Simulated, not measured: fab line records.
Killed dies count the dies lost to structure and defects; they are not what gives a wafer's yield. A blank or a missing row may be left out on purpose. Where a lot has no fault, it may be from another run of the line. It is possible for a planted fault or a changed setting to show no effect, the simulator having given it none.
Chamber matching ; flow n5_finfet ; N5_BEOL_M0_SAQP_ETCH_107 on rie_diel-05: 4 sister chambers
The step etches SiNx in CH3F/O2, target depth 30 nm. 4 wafers are shown with their chamber, then 7 later ones without.

WAFERS WITH THEIR CHAMBER
wafer;chamber;drypump_motor_current_A (A)
L081.5;0;5.7
L085.1;3;6.3
L088.1;2;5.2
L088.5;1;5.8

WAFERS MISSING THEIR CHAMBER
wafer;drypump_motor_current_A (A)
L088.6;5.7
L090.2;5.8
L090.5;5.2
L090.6;5.8
L093.3;6.3
L093.4;5.8
L093.5;5.6

CHAMBER TAKEN BY EACH
wafer;from the rows above;in truth
L088.6;0;0
L090.2;1;1
L090.5;2;2
L090.6;1;1
L093.3;3;3
L093.4;1;1
L093.5;0;0
Correctly placed: 7 of 7. Not placeable from these rows: 0. Placed wrongly: 0.
How it was worked out, from the rows above alone: a wafer's distance from a chamber is the root of the sum, over the readings, of the square of ((its reading less the chamber's mean) divided by the reading's scatter). If the next closest chamber is less than 2 further off than the closest, the wafer can't be placed; otherwise it belongs to the closest. For every chamber, the mean is computed from those of its wafers that are shown. The scatter (one wafer shown for each chamber): square how far every hidden wafer sits from the nearest shown wafer, average those squares and take the square root.
